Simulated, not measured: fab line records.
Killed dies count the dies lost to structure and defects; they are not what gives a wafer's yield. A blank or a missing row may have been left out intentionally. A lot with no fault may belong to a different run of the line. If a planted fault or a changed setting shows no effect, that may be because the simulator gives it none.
fab line records / flow n5Finfet
record: lots: 13 wafers: 35 lastDay: 18
route steps=1938 shown BEOL_M7@1318 BEOL_M8@1332
lots that met no fault: taken from a fault-free run of the same line
startH: the number of hours between the record's first day and the start of the first shown wafer of the lot / waitH: hours elapsed since this lot's preceding step / " same as the row above / L1.1+2: a single row standing in for several wafers / - no value, or no start given / * or withheld: withheld / < > ~ a bound
route shown NAME@n: names a module that has steps shown in the file, with the first one's number in the route / usual: mean and standard deviation over wafers with no fault / same: alike in all rows / chamber/n: place in a boat / sites: each site's reading / _std_site: the standard deviation of these / _edge_site: inner sites' mean taken away from outer sites' mean / radiusMm: how far each site lies from the wafer's centre / mask NAME#n: copy n / behind: the most recent tool/chamber to have shaped the wafer / hold: the reason the lot was held/the length of the hold in hours/how it ended / device: which transistor (n, p or np) failed to switch / end of line: the same wafers' tests at the end of the route / step lacking rows: just its recipe / killed: at the first sort, the dies lost to defects and structure; wafer yield is something else / map: a wafer's dies, x killed, . not, _ none there
set.NAME: setting as actually run; set.NAME@STEP: the setting as run at that earlier step / model.NAME: the simulator's own value behind a step, which no gauge read
one table for each step of the route and one row for each wafer, over a sample of lots
services: when a tool's chamber went out of use (startH, in hours from the record's first day, below 0 if earlier), for how many hours, and the reason
== steps ==
step: N5_BEOL_M7_DEGAS_44
recipe: ambient: vacuum tempC: 250 timeS: 60
usual: heaterPowerW: 340/35
lot.wafer=L354.2 tool=pvdSputter-03 chamber=- startH=196.56 waitH=0.3 heaterPowerW=351
lot.wafer=L354.4 tool=pvdSputter-03 chamber=- startH=196.56 waitH=0.3 heaterPowerW=399
lot.wafer=L354.5 tool=pvdSputter-03 chamber=- startH=196.56 waitH=0.3 heaterPowerW=403
lot.wafer=L356.1 tool=pvdSputter-02 chamber=- startH=207.65 waitH=1.0 heaterPowerW=353
lot.wafer=L356.4 tool=pvdSputter-02 chamber=- startH=207.65 waitH=1.0 heaterPowerW=306
lot.wafer=L356.6 tool=pvdSputter-02 chamber=- startH=207.65 waitH=1.0 heaterPowerW=316
lot.wafer=L358.1 tool=pvdSputter-01 chamber=- startH=214.14 waitH=0.4 heaterPowerW=370
lot.wafer=L361.3 tool=pvdSputter-01 chamber=- startH=244.56 waitH=0.3 heaterPowerW=295
lot.wafer=L364.2 tool=pvdSputter-03 chamber=- startH=268.14 waitH=0.5 heaterPowerW=388
lot.wafer=L364.3 tool=pvdSputter-03 chamber=- startH=268.14 waitH=0.5 heaterPowerW=324
lot.wafer=L364.6 tool=pvdSputter-03 chamber=- startH=268.14 waitH=0.5 heaterPowerW=347
lot.wafer=L363.1 tool=pvdSputter-01 chamber=- startH=268.32 waitH=0.3 heaterPowerW=303
lot.wafer=L363.3 tool=pvdSputter-01 chamber=- startH=268.32 waitH=0.3 heaterPowerW=283
lot.wafer=L363.6 tool=pvdSputter-01 chamber=- startH=268.32 waitH=0.3 heaterPowerW=368
lot.wafer=L365.2 tool=pvdSputter-03 chamber=- startH=272.66 waitH=0.3 heaterPowerW=405
lot.wafer=L365.3 tool=pvdSputter-03 chamber=- startH=272.66 waitH=0.3 heaterPowerW=356
lot.wafer=L365.4 tool=pvdSputter-03 chamber=- startH=272.66 waitH=0.3 heaterPowerW=384
lot.wafer=L367.1 tool=pvdSputter-03 chamber=- startH=275.40 waitH=1.5 heaterPowerW=409
lot.wafer=L367.2 tool=pvdSputter-03 chamber=- startH=275.40 waitH=1.5 heaterPowerW=357
lot.wafer=L367.5 tool=pvdSputter-03 chamber=- startH=275.40 waitH=1.5 heaterPowerW=329
lot.wafer=L366.2 tool=pvdSputter-01 chamber=- startH=278.85 waitH=0.3 heaterPowerW=365
lot.wafer=L366.4 tool=pvdSputter-01 chamber=- startH=278.85 waitH=0.3 heaterPowerW=285
lot.wafer=L366.6 tool=pvdSputter-01 chamber=- startH=278.85 waitH=0.3 heaterPowerW=372
lot.wafer=L369.1 tool=pvdSputter-03 chamber=- startH=283.05 waitH=1.9 heaterPowerW=329
lot.wafer=L369.3 tool=pvdSputter-03 chamber=- startH=283.05 waitH=1.9 heaterPowerW=353
lot.wafer=L369.5 tool=pvdSputter-03 chamber=- startH=283.05 waitH=1.9 heaterPowerW=329
lot.wafer=L372.2 tool=pvdSputter-01 chamber=- startH=312.27 waitH=0.5 heaterPowerW=286
lot.wafer=L372.4 tool=pvdSputter-01 chamber=- startH=312.27 waitH=0.5 heaterPowerW=294
lot.wafer=L372.6 tool=pvdSputter-01 chamber=- startH=312.27 waitH=0.5 heaterPowerW=343
lot.wafer=L375.1 tool=pvdSputter-01 chamber=- startH=331.88 waitH=0.3 heaterPowerW=285
lot.wafer=L375.2 tool=pvdSputter-01 chamber=- startH=331.88 waitH=0.3 heaterPowerW=333
lot.wafer=L375.3 tool=pvdSputter-01 chamber=- startH=331.88 waitH=0.3 heaterPowerW=301
lot.wafer=L376.1 tool=pvdSputter-01 chamber=- startH=332.70 waitH=0.3 heaterPowerW=296
lot.wafer=L376.4 tool=pvdSputter-01 chamber=- startH=332.70 waitH=0.3 heaterPowerW=294
lot.wafer=L376.5 tool=pvdSputter-01 chamber=- startH=332.70 waitH=0.3 heaterPowerW=332
step: N5_BEOL_M7_DEP_56
recipe: material: SiCN targetThkA: 100 tempC: withheld precursor: 3MS/NH3 pressureTorr: 3 rfW: 202 timeS: 17.5
usual: showerheadPlenumPTorr: 3.670/0.015 throttleValvePct: 9.1/0.4
lot.wafer=L354.2 tool=pecvd-02 chamber=2 startH=198.54 waitH=0.0 showerheadPlenumPTorr=3.674 throttleValvePct=8.9
lot.wafer=L354.4 tool=pecvd-02 chamber=1 startH=198.54 waitH=0.0 showerheadPlenumPTorr=3.668 throttleValvePct=9.5
lot.wafer=L354.5 tool=pecvd-02 chamber=2 startH=198.54 waitH=0.0 showerheadPlenumPTorr=3.672 throttleValvePct=8.6
lot.wafer=L356.1 tool=pecvd-02 chamber=0 startH=209.96 waitH=0.0 showerheadPlenumPTorr=3.693 throttleValvePct=9.0
lot.wafer=L356.4 tool=pecvd-02 chamber=1 startH=209.96 waitH=0.0 showerheadPlenumPTorr=3.672 throttleValvePct=9.1
lot.wafer=L356.6 tool=pecvd-02 chamber=0 startH=209.96 waitH=0.0 showerheadPlenumPTorr=3.691 throttleValvePct=8.8
lot.wafer=L358.1 tool=pecvd-04 chamber=1 startH=215.61 waitH=0.0 showerheadPlenumPTorr=3.658 throttleValvePct=9.5
lot.wafer=L361.3 tool=pecvd-02 chamber=1 startH=248.00 waitH=0.0 showerheadPlenumPTorr=3.677 throttleValvePct=9.2
lot.wafer=L364.2 tool=pecvd-04 chamber=1 startH=269.95 waitH=0.0 showerheadPlenumPTorr=3.660 throttleValvePct=9.5
lot.wafer=L364.3 tool=pecvd-04 chamber=0 startH=269.95 waitH=0.0 showerheadPlenumPTorr=3.655 throttleValvePct=8.7
lot.wafer=L364.6 tool=pecvd-04 chamber=1 startH=269.95 waitH=0.0 showerheadPlenumPTorr=3.660 throttleValvePct=9.6
lot.wafer=L363.1 tool=pecvd-02 chamber=1 startH=270.21 waitH=0.0 showerheadPlenumPTorr=3.669 throttleValvePct=9.5
lot.wafer=L363.3 tool=pecvd-02 chamber=0 startH=270.21 waitH=0.0 showerheadPlenumPTorr=3.690 throttleValvePct=9.0
lot.wafer=L363.6 tool=pecvd-02 chamber=2 startH=270.21 waitH=0.0 showerheadPlenumPTorr=3.663 throttleValvePct=8.9
lot.wafer=L365.2 tool=pecvd-04 chamber=1 startH=274.56 waitH=0.0 showerheadPlenumPTorr=3.652 throttleValvePct=9.5
lot.wafer=L365.3 tool=pecvd-04 chamber=0 startH=274.56 waitH=0.0 showerheadPlenumPTorr=3.672 throttleValvePct=8.8
lot.wafer=L365.4 tool=pecvd-04 chamber=2 startH=274.56 waitH=0.0 showerheadPlenumPTorr=3.693 throttleValvePct=8.7
lot.wafer=L367.1 tool=pecvd-04 chamber=0 startH=276.98 waitH=0.0 showerheadPlenumPTorr=3.670 throttleValvePct=8.7
lot.wafer=L367.2 tool=pecvd-04 chamber=2 startH=276.98 waitH=0.0 showerheadPlenumPTorr=3.677 throttleValvePct=8.8
lot.wafer=L367.5 tool=pecvd-04 chamber=0 startH=276.98 waitH=0.0 showerheadPlenumPTorr=3.673 throttleValvePct=8.7
lot.wafer=L366.2 tool=pecvd-02 chamber=1 startH=280.47 waitH=0.0 showerheadPlenumPTorr=3.676 throttleValvePct=8.8
lot.wafer=L366.4 tool=pecvd-02 chamber=1 startH=280.47 waitH=0.0 showerheadPlenumPTorr=3.672 throttleValvePct=9.2
lot.wafer=L366.6 tool=pecvd-02 chamber=0 startH=280.47 waitH=0.0 showerheadPlenumPTorr=3.691 throttleValvePct=9.1
lot.wafer=L369.1 tool=pecvd-02 chamber=0 startH=285.09 waitH=0.0 showerheadPlenumPTorr=3.696 throttleValvePct=9.1
lot.wafer=L369.3 tool=pecvd-02 chamber=0 startH=285.09 waitH=0.0 showerheadPlenumPTorr=3.695 throttleValvePct=9.1
lot.wafer=L369.5 tool=pecvd-02 chamber=2 startH=285.09 waitH=0.0 showerheadPlenumPTorr=3.663 throttleValvePct=8.8
lot.wafer=L372.2 tool=pecvd-03 chamber=0 startH=314.32 waitH=0.0 showerheadPlenumPTorr=3.649 throttleValvePct=9.4
lot.wafer=L372.4 tool=pecvd-03 chamber=2 startH=314.32 waitH=0.0 showerheadPlenumPTorr=3.660 throttleValvePct=9.6
lot.wafer=L372.6 tool=pecvd-03 chamber=0 startH=314.32 waitH=0.0 showerheadPlenumPTorr=3.643 throttleValvePct=9.6
lot.wafer=L375.1 tool=pecvd-04 chamber=1 startH=333.39 waitH=0.0 showerheadPlenumPTorr=3.656 throttleValvePct=9.5
lot.wafer=L375.2 tool=pecvd-04 chamber=0 startH=333.39 waitH=0.0 showerheadPlenumPTorr=3.671 throttleValvePct=8.8
lot.wafer=L375.3 tool=pecvd-04 chamber=2 startH=333.39 waitH=0.0 showerheadPlenumPTorr=3.680 throttleValvePct=8.5
lot.wafer=L376.1 tool=pecvd-03 chamber=2 startH=334.23 waitH=0.0 showerheadPlenumPTorr=3.665 throttleValvePct=9.5
lot.wafer=L376.4 tool=pecvd-03 chamber=2 startH=334.23 waitH=0.0 showerheadPlenumPTorr=3.663 throttleValvePct=9.6
lot.wafer=L376.5 tool=pecvd-03 chamber=1 startH=334.23 waitH=0.0 showerheadPlenumPTorr=3.681 throttleValvePct=9.5
step: N5_BEOL_M8_ILD_DEP_00
recipe: material: SiCOH_lowk targetThkA: 1797.5 tempC: 300 precursor: DEMS/porogen pressureTorr: 5 rfW: 500 timeS: 33.4
usual: heaterPowerW: 301/65 showerheadPlenumPTorr: 5.745/0.016 susceptorTempC: 300.00/0.18 throttleValvePct: 13.9/0.5
lot.wafer=L354.2 tool=pecvd-03 chamber=0 startH=198.68 waitH=0.0 heaterPowerW=233 showerheadPlenumPTorr=5.718 susceptorTempC=299.96 throttleValvePct=14.6
lot.wafer=L354.4 tool=pecvd-03 chamber=2 startH=198.68 waitH=0.0 heaterPowerW=226 showerheadPlenumPTorr=5.733 susceptorTempC=300.12 throttleValvePct=14.2
lot.wafer=L354.5 tool=pecvd-03 chamber=0 startH=198.68 waitH=0.0 heaterPowerW=240 showerheadPlenumPTorr=5.710 susceptorTempC=299.86 throttleValvePct=14.5
lot.wafer=L356.1 tool=pecvd-03 chamber=2 startH=210.09 waitH=0.0 heaterPowerW=244 showerheadPlenumPTorr=5.725 susceptorTempC=300.14 throttleValvePct=14.1
lot.wafer=L356.4 tool=pecvd-03 chamber=1 startH=210.09 waitH=0.0 heaterPowerW=364 showerheadPlenumPTorr=5.755 susceptorTempC=300.10 throttleValvePct=14.6
lot.wafer=L356.6 tool=pecvd-03 chamber=2 startH=210.09 waitH=0.0 heaterPowerW=239 showerheadPlenumPTorr=5.726 susceptorTempC=299.92 throttleValvePct=14.0
lot.wafer=L358.1 tool=pecvd-03 chamber=0 startH=215.74 waitH=0.0 heaterPowerW=223 showerheadPlenumPTorr=5.727 susceptorTempC=305.21 throttleValvePct=14.6
lot.wafer=L361.3 tool=pecvd-03 chamber=0 startH=248.13 waitH=0.0 heaterPowerW=249 showerheadPlenumPTorr=5.715 susceptorTempC=305.41 throttleValvePct=14.5
lot.wafer=L364.2 tool=pecvd-02 chamber=2 startH=270.10 waitH=0.0 heaterPowerW=213 showerheadPlenumPTorr=5.756 susceptorTempC=300.15 throttleValvePct=13.4
lot.wafer=L364.3 tool=pecvd-02 chamber=0 startH=270.10 waitH=0.0 heaterPowerW=352 showerheadPlenumPTorr=5.762 susceptorTempC=299.96 throttleValvePct=13.6
lot.wafer=L364.6 tool=pecvd-02 chamber=2 startH=270.10 waitH=0.0 heaterPowerW=215 showerheadPlenumPTorr=5.754 susceptorTempC=300.06 throttleValvePct=13.4
lot.wafer=L363.1 tool=pecvd-01 chamber=0 startH=270.34 waitH=0.0 heaterPowerW=303 showerheadPlenumPTorr=5.736 susceptorTempC=299.88 throttleValvePct=14.0
lot.wafer=L363.3 tool=pecvd-01 chamber=1 startH=270.34 waitH=0.0 heaterPowerW=324 showerheadPlenumPTorr=5.753 susceptorTempC=300.28 throttleValvePct=14.2
lot.wafer=L363.6 tool=pecvd-01 chamber=0 startH=270.34 waitH=0.0 heaterPowerW=313 showerheadPlenumPTorr=5.732 susceptorTempC=299.75 throttleValvePct=13.8
lot.wafer=L365.2 tool=pecvd-01 chamber=1 startH=274.69 waitH=0.0 heaterPowerW=337 showerheadPlenumPTorr=5.750 susceptorTempC=300.17 throttleValvePct=14.3
lot.wafer=L365.3 tool=pecvd-01 chamber=2 startH=274.69 waitH=0.0 heaterPowerW=352 showerheadPlenumPTorr=5.752 susceptorTempC=299.80 throttleValvePct=13.0
lot.wafer=L365.4 tool=pecvd-01 chamber=2 startH=274.69 waitH=0.0 heaterPowerW=370 showerheadPlenumPTorr=5.770 susceptorTempC=299.83 throttleValvePct=12.6
lot.wafer=L367.1 tool=pecvd-01 chamber=2 startH=277.11 waitH=0.0 heaterPowerW=397 showerheadPlenumPTorr=5.758 susceptorTempC=300.01 throttleValvePct=13.1
lot.wafer=L367.2 tool=pecvd-01 chamber=0 startH=277.11 waitH=0.0 heaterPowerW=278 showerheadPlenumPTorr=5.732 susceptorTempC=300.19 throttleValvePct=14.0
lot.wafer=L367.5 tool=pecvd-01 chamber=1 startH=277.11 waitH=0.0 heaterPowerW=340 showerheadPlenumPTorr=5.743 susceptorTempC=300.14 throttleValvePct=14.4
lot.wafer=L366.2 tool=pecvd-02 chamber=2 startH=280.60 waitH=0.0 heaterPowerW=189 showerheadPlenumPTorr=5.760 susceptorTempC=300.09 throttleValvePct=13.3
lot.wafer=L366.4 tool=pecvd-02 chamber=0 startH=280.60 waitH=0.0 heaterPowerW=382 showerheadPlenumPTorr=5.768 susceptorTempC=300.23 throttleValvePct=13.6
lot.wafer=L366.6 tool=pecvd-02 chamber=1 startH=280.60 waitH=0.0 heaterPowerW=255 showerheadPlenumPTorr=5.741 susceptorTempC=300.11 throttleValvePct=14.2
lot.wafer=L369.1 tool=pecvd-02 chamber=2 startH=285.24 waitH=0.0 heaterPowerW=208 showerheadPlenumPTorr=5.751 susceptorTempC=299.78 throttleValvePct=13.5
lot.wafer=L369.3 tool=pecvd-02 chamber=2 startH=285.24 waitH=0.0 heaterPowerW=217 showerheadPlenumPTorr=5.753 susceptorTempC=299.76 throttleValvePct=13.3
lot.wafer=L369.5 tool=pecvd-02 chamber=2 startH=285.24 waitH=0.0 heaterPowerW=223 showerheadPlenumPTorr=5.744 susceptorTempC=299.69 throttleValvePct=13.2
lot.wafer=L372.2 tool=pecvd-02 chamber=0 startH=314.45 waitH=0.0 heaterPowerW=356 showerheadPlenumPTorr=5.768 susceptorTempC=299.97 throttleValvePct=13.6
lot.wafer=L372.4 tool=pecvd-02 chamber=0 startH=314.45 waitH=0.0 heaterPowerW=364 showerheadPlenumPTorr=5.766 susceptorTempC=300.09 throttleValvePct=13.6
lot.wafer=L372.6 tool=pecvd-02 chamber=1 startH=314.45 waitH=0.0 heaterPowerW=273 showerheadPlenumPTorr=5.732 susceptorTempC=300.08 throttleValvePct=14.3
lot.wafer=L375.1 tool=pecvd-01 chamber=0 startH=333.52 waitH=0.0 heaterPowerW=284 showerheadPlenumPTorr=5.726 susceptorTempC=300.22 throttleValvePct=14.2
lot.wafer=L375.2 tool=pecvd-01 chamber=1 startH=333.52 waitH=0.0 heaterPowerW=396 showerheadPlenumPTorr=5.738 susceptorTempC=300.14 throttleValvePct=14.2
lot.wafer=L375.3 tool=pecvd-01 chamber=2 startH=333.52 waitH=0.0 heaterPowerW=336 showerheadPlenumPTorr=5.739 susceptorTempC=300.25 throttleValvePct=13.1
lot.wafer=L376.1 tool=pecvd-01 chamber=1 startH=334.36 waitH=0.0 heaterPowerW=401 showerheadPlenumPTorr=5.739 susceptorTempC=300.05 throttleValvePct=14.2
lot.wafer=L376.4 tool=pecvd-01 chamber=2 startH=334.36 waitH=0.0 heaterPowerW=394 showerheadPlenumPTorr=5.735 susceptorTempC=299.78 throttleValvePct=13.1
lot.wafer=L376.5 tool=pecvd-01 chamber=1 startH=334.36 waitH=0.0 heaterPowerW=315 showerheadPlenumPTorr=5.754 susceptorTempC=300.16 throttleValvePct=14.3
step: N5_BEOL_M8_CURE_74
recipe: tempC: 385 timeS: 240 ambient: He/Ar material: SiCOH_lowk
usual: lampPowerPct: 52.31/0.063 wafer_temp_C_max: 387.2/0.55
lot.wafer=L354.2 tool=uvCure-01 chamber=2 startH=198.82 waitH=0.1 lampPowerPct=52.32 wafer_temp_C_max=387.1
lot.wafer=L354.4 tool=uvCure-01 chamber=2 startH=198.82 waitH=0.1 lampPowerPct=52.38 wafer_temp_C_max=387.1
lot.wafer=L354.5 tool=uvCure-01 chamber=2 startH=198.82 waitH=0.1 lampPowerPct=52.20 wafer_temp_C_max=388.0
lot.wafer=L356.1 tool=uvCure-03 chamber=1 startH=210.15 waitH=0.0 lampPowerPct=52.25 wafer_temp_C_max=387.6
lot.wafer=L356.4 tool=uvCure-03 chamber=1 startH=210.15 waitH=0.0 lampPowerPct=52.43 wafer_temp_C_max=387.4
lot.wafer=L356.6 tool=uvCure-03 chamber=1 startH=210.15 waitH=0.0 lampPowerPct=52.29 wafer_temp_C_max=387.2
lot.wafer=L358.1 tool=uvCure-03 chamber=1 startH=215.80 waitH=0.0 lampPowerPct=52.27 wafer_temp_C_max=387.4
lot.wafer=L361.3 tool=uvCure-03 chamber=1 startH=248.36 waitH=0.2 lampPowerPct=52.28 wafer_temp_C_max=387.3
lot.wafer=L364.2 tool=uvCure-02 chamber=2 startH=270.25 waitH=0.1 lampPowerPct=52.39 wafer_temp_C_max=386.9
lot.wafer=L364.3 tool=uvCure-02 chamber=2 startH=270.25 waitH=0.1 lampPowerPct=52.30 wafer_temp_C_max=386.3
lot.wafer=L364.6 tool=uvCure-02 chamber=2 startH=270.25 waitH=0.1 lampPowerPct=52.33 wafer_temp_C_max=386.9
lot.wafer=L363.1 tool=uvCure-03 chamber=0 startH=270.57 waitH=0.2 lampPowerPct=52.23 wafer_temp_C_max=387.0
lot.wafer=L363.3 tool=uvCure-03 chamber=0 startH=270.57 waitH=0.2 lampPowerPct=52.28 wafer_temp_C_max=387.5
lot.wafer=L363.6 tool=uvCure-03 chamber=0 startH=270.57 waitH=0.2 lampPowerPct=52.38 wafer_temp_C_max=387.4
lot.wafer=L365.2 tool=uvCure-03 chamber=2 startH=274.86 waitH=0.1 lampPowerPct=52.38 wafer_temp_C_max=387.1
lot.wafer=L365.3 tool=uvCure-03 chamber=2 startH=274.86 waitH=0.1 lampPowerPct=52.34 wafer_temp_C_max=387.3
lot.wafer=L365.4 tool=uvCure-03 chamber=2 startH=274.86 waitH=0.1 lampPowerPct=52.34 wafer_temp_C_max=387.2
lot.wafer=L367.1 tool=uvCure-03 chamber=0 startH=277.34 waitH=0.2 lampPowerPct=52.29 wafer_temp_C_max=387.2
lot.wafer=L367.2 tool=uvCure-03 chamber=0 startH=277.34 waitH=0.2 lampPowerPct=52.30 wafer_temp_C_max=388.3
lot.wafer=L367.5 tool=uvCure-03 chamber=0 startH=277.34 waitH=0.2 lampPowerPct=52.31 wafer_temp_C_max=388.0
lot.wafer=L366.2 tool=uvCure-02 chamber=2 startH=280.75 waitH=0.1 lampPowerPct=52.26 wafer_temp_C_max=386.8
lot.wafer=L366.4 tool=uvCure-02 chamber=2 startH=280.75 waitH=0.1 lampPowerPct=52.37 wafer_temp_C_max=386.5
lot.wafer=L366.6 tool=uvCure-02 chamber=2 startH=280.75 waitH=0.1 lampPowerPct=52.22 wafer_temp_C_max=386.9
lot.wafer=L369.1 tool=uvCure-02 chamber=0 startH=285.33 waitH=0.1 lampPowerPct=52.33 wafer_temp_C_max=386.6
lot.wafer=L369.3 tool=uvCure-02 chamber=0 startH=285.33 waitH=0.1 lampPowerPct=52.40 wafer_temp_C_max=386.8
lot.wafer=L369.5 tool=uvCure-02 chamber=0 startH=285.33 waitH=0.1 lampPowerPct=52.33 wafer_temp_C_max=387.0
lot.wafer=L372.2 tool=uvCure-03 chamber=0 startH=314.68 waitH=0.2 lampPowerPct=52.34 wafer_temp_C_max=387.4
lot.wafer=L372.4 tool=uvCure-03 chamber=0 startH=314.68 waitH=0.2 lampPowerPct=52.33 wafer_temp_C_max=387.0
lot.wafer=L372.6 tool=uvCure-03 chamber=0 startH=314.68 waitH=0.2 lampPowerPct=52.21 wafer_temp_C_max=387.1
lot.wafer=L375.1 tool=uvCure-03 chamber=0 startH=333.58 waitH=0.0 lampPowerPct=52.35 wafer_temp_C_max=387.6
lot.wafer=L375.2 tool=uvCure-03 chamber=0 startH=333.58 waitH=0.0 lampPowerPct=52.28 wafer_temp_C_max=387.2
lot.wafer=L375.3 tool=uvCure-03 chamber=0 startH=333.58 waitH=0.0 lampPowerPct=52.28 wafer_temp_C_max=387.9
lot.wafer=L376.1 tool=uvCure-01 chamber=0 startH=334.43 waitH=0.0 lampPowerPct=52.29 wafer_temp_C_max=387.7
lot.wafer=L376.4 tool=uvCure-01 chamber=0 startH=334.43 waitH=0.0 lampPowerPct=52.32 wafer_temp_C_max=388.2
lot.wafer=L376.5 tool=uvCure-01 chamber=0 startH=334.43 waitH=0.0 lampPowerPct=52.28 wafer_temp_C_max=387.4
== services ==
tool=pecvd-04 chamber=0 startH=178.14 hours=6.4 kind=repair
tool=pecvd-02 chamber=- startH=181.06 hours=0.7 kind=repair
tool=pecvd-01 chamber=- startH=191.71 hours=0.4 kind=repair
tool=pecvd-01 chamber=2 startH=202.38 hours=- kind=clean
tool=pecvd-01 chamber=2 startH=202.38 hours=- kind=consumableReplace:showerhead
tool=pecvd-01 chamber=2 startH=202.38 hours=29.0 kind=scheduledDown
tool=pecvd-01 chamber=2 startH=202.38 hours=29.0 kind=ventCycle
tool=uvCure-03 chamber=- startH=212.98 hours=2.8 kind=pm
tool=pecvd-02 chamber=2 startH=213.72 hours=5.5 kind=scheduledDown
tool=uvCure-02 chamber=- startH=237.61 hours=1.0 kind=pm
tool=uvCure-02 chamber=- startH=258.42 hours=3.4 kind=pm
tool=pecvd-03 chamber=- startH=258.70 hours=26.5 kind=repair
tool=pecvd-04 chamber=2 startH=266.62 hours=5.5 kind=scheduledDown
tool=uvCure-02 chamber=- startH=274.44 hours=6.0 kind=pm
tool=pecvd-02 chamber=1 startH=281.52 hours=5.5 kind=scheduledDown
tool=pecvd-04 chamber=0 startH=297.54 hours=2.1 kind=scheduledDown
tool=pecvd-02 chamber=- startH=297.64 hours=0.7 kind=repair
tool=uvCure-02 chamber=- startH=328.66 hours=2.1 kind=pm
tool=pecvd-01 chamber=- startH=329.36 hours=1.0 kind=repair
== key ==
firstSign: step: N5_BEOL_M8_ILD_DEP_00 reading: susceptorTempC direction: up sigmas: 29 usual: * struck: *
effect none on later readings
metAt N5_BEOL_M8_ILD_DEP_00
struckLots L358,L361
struckWafers L358.1,L361.3
rowsEnd L358.1,L361.3
notActingAt N5_BEOL_M7_DEGAS_44,N5_BEOL_M7_DEP_56,N5_BEOL_M8_CURE_74
onsetBetween 198.68 215.74
fault: kind: processParameterDrift tool: pecvd-03 chamber: 0 onsetH: 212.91 steps: N5_BEOL_M8_ILD_DEP_00 channel: tempC offset: * shape: step actsIn: * stated: *
rowsEnd: these wafers met a further fault down the route, and their rows from its step on are left out
